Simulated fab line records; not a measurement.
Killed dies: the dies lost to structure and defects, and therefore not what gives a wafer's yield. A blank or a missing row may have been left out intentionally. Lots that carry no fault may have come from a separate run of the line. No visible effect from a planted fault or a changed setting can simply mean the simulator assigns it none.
Chamber matching || flow n5-finfet || N5_FIN_CUT_CUT_ETCH_26 on rie-diel-03: 4 sister chambers
The step etches SiNx in CH3F/O2, target depth 39 nm, time 55.7 s. 16 wafers are shown with their chamber, then 8 later ones without.

## EACH WAFER AND ITS CHAMBER
{"wafer": "L075.1", "chamber": 2, "showerhead-plenum-p-Torr (Torr)": 1.91, "rf-vpp-V (V)": 297, "oes-product-au (a.u.)": 0.74}
{"wafer": "L075.4", "chamber": 3, "showerhead-plenum-p-Torr (Torr)": 2.05, "rf-vpp-V (V)": 300, "oes-product-au (a.u.)": 0.78}
{"wafer": "L075.5", "chamber": 2, "showerhead-plenum-p-Torr (Torr)": 1.91, "rf-vpp-V (V)": 297, "oes-product-au (a.u.)": 0.74}
{"wafer": "L081.1", "chamber": 3, "showerhead-plenum-p-Torr (Torr)": 2.04, "rf-vpp-V (V)": 301, "oes-product-au (a.u.)": 0.77}
{"wafer": "L081.2", "chamber": 2, "showerhead-plenum-p-Torr (Torr)": 1.91, "rf-vpp-V (V)": 298, "oes-product-au (a.u.)": 0.75}
{"wafer": "L081.6", "chamber": 0, "showerhead-plenum-p-Torr (Torr)": 1.97, "rf-vpp-V (V)": 277, "oes-product-au (a.u.)": 0.69}
{"wafer": "L082.1", "chamber": 2, "showerhead-plenum-p-Torr (Torr)": 1.91, "rf-vpp-V (V)": 297, "oes-product-au (a.u.)": 0.75}
{"wafer": "L082.3", "chamber": 0, "showerhead-plenum-p-Torr (Torr)": 1.97, "rf-vpp-V (V)": 277, "oes-product-au (a.u.)": 0.69}
{"wafer": "L082.6", "chamber": 1, "showerhead-plenum-p-Torr (Torr)": 2.07, "rf-vpp-V (V)": 301, "oes-product-au (a.u.)": 0.76}
{"wafer": "L084.1", "chamber": 0, "showerhead-plenum-p-Torr (Torr)": 1.97, "rf-vpp-V (V)": 277, "oes-product-au (a.u.)": 0.69}
{"wafer": "L084.3", "chamber": 2, "showerhead-plenum-p-Torr (Torr)": 1.91, "rf-vpp-V (V)": 297, "oes-product-au (a.u.)": 0.74}
{"wafer": "L084.5", "chamber": 0, "showerhead-plenum-p-Torr (Torr)": 1.97, "rf-vpp-V (V)": 277, "oes-product-au (a.u.)": 0.69}
{"wafer": "L086.3", "chamber": 1, "showerhead-plenum-p-Torr (Torr)": 2.07, "rf-vpp-V (V)": 301, "oes-product-au (a.u.)": 0.76}
{"wafer": "L086.5", "chamber": 2, "showerhead-plenum-p-Torr (Torr)": 1.91, "rf-vpp-V (V)": 297, "oes-product-au (a.u.)": 0.75}
{"wafer": "L086.6", "chamber": 3, "showerhead-plenum-p-Torr (Torr)": 2.04, "rf-vpp-V (V)": 302, "oes-product-au (a.u.)": 0.78}
{"wafer": "L087.1", "chamber": 2, "showerhead-plenum-p-Torr (Torr)": 1.91, "rf-vpp-V (V)": 297, "oes-product-au (a.u.)": 0.74}

SIGNATURES (means of the wafers above)
{"reading": "showerhead-plenum-p-Torr", "chamber 0": 1.9700, "chamber 1": 2.0700, "chamber 2": 1.9100, "chamber 3": 2.0433, "scatter within a chamber": 0.00236}
{"reading": "rf-vpp-V", "chamber 0": 277.00, "chamber 1": 301.00, "chamber 2": 297.14, "chamber 3": 301.00, "scatter within a chamber": 0.488}
{"reading": "oes-product-au", "chamber 0": 0.6900, "chamber 1": 0.7600, "chamber 2": 0.7443, "chamber 3": 0.7767, "scatter within a chamber": 0.00445}
Rule: a wafer's distance from a chamber is the root of the sum, over the readings, of the square of ((its reading less the chamber's mean) divided by the reading's scatter). The wafer belongs to the nearest chamber; if the next one is less than 2 further off, it can't be placed. How the scatter is found: for the shown wafers, subtract from each reading the mean of its chamber, square and add these, divide the total by (wafers less chambers), then take the root.

## WAFERS WHOSE CHAMBER IS MISSING
{"wafer": "L087.2", "showerhead-plenum-p-Torr (Torr)": 1.97, "rf-vpp-V (V)": 277, "oes-product-au (a.u.)": 0.69}
{"wafer": "L087.6", "showerhead-plenum-p-Torr (Torr)": 1.91, "rf-vpp-V (V)": 297, "oes-product-au (a.u.)": 0.73}
{"wafer": "L088.1", "showerhead-plenum-p-Torr (Torr)": 2.07, "rf-vpp-V (V)": 302, "oes-product-au (a.u.)": 0.75}
{"wafer": "L088.5", "showerhead-plenum-p-Torr (Torr)": 1.91, "rf-vpp-V (V)": 298, "oes-product-au (a.u.)": 0.73}
{"wafer": "L088.6", "showerhead-plenum-p-Torr (Torr)": 2.07, "rf-vpp-V (V)": 302, "oes-product-au (a.u.)": 0.75}
{"wafer": "L093.1", "showerhead-plenum-p-Torr (Torr)": 2.04, "rf-vpp-V (V)": 300, "oes-product-au (a.u.)": 0.76}
{"wafer": "L093.3", "showerhead-plenum-p-Torr (Torr)": 1.90, "rf-vpp-V (V)": 297, "oes-product-au (a.u.)": 0.73}
{"wafer": "L093.6", "showerhead-plenum-p-Torr (Torr)": 2.06, "rf-vpp-V (V)": 301, "oes-product-au (a.u.)": 0.75}

## THE CHAMBER EACH PASSED THROUGH
{"wafer": "L087.2", "from the rows above": 0, "in truth": 0}
{"wafer": "L087.6", "from the rows above": 2, "in truth": 2}
{"wafer": "L088.1", "from the rows above": 1, "in truth": 1}
{"wafer": "L088.5", "from the rows above": 2, "in truth": 2}
{"wafer": "L088.6", "from the rows above": 1, "in truth": 1}
{"wafer": "L093.1", "from the rows above": 3, "in truth": 3}
{"wafer": "L093.3", "from the rows above": 2, "in truth": 2}
{"wafer": "L093.6", "from the rows above": 1, "in truth": 1}
Correctly placed: 8 of 8. Number that these rows cannot place: 0. Number placed wrongly: 0.
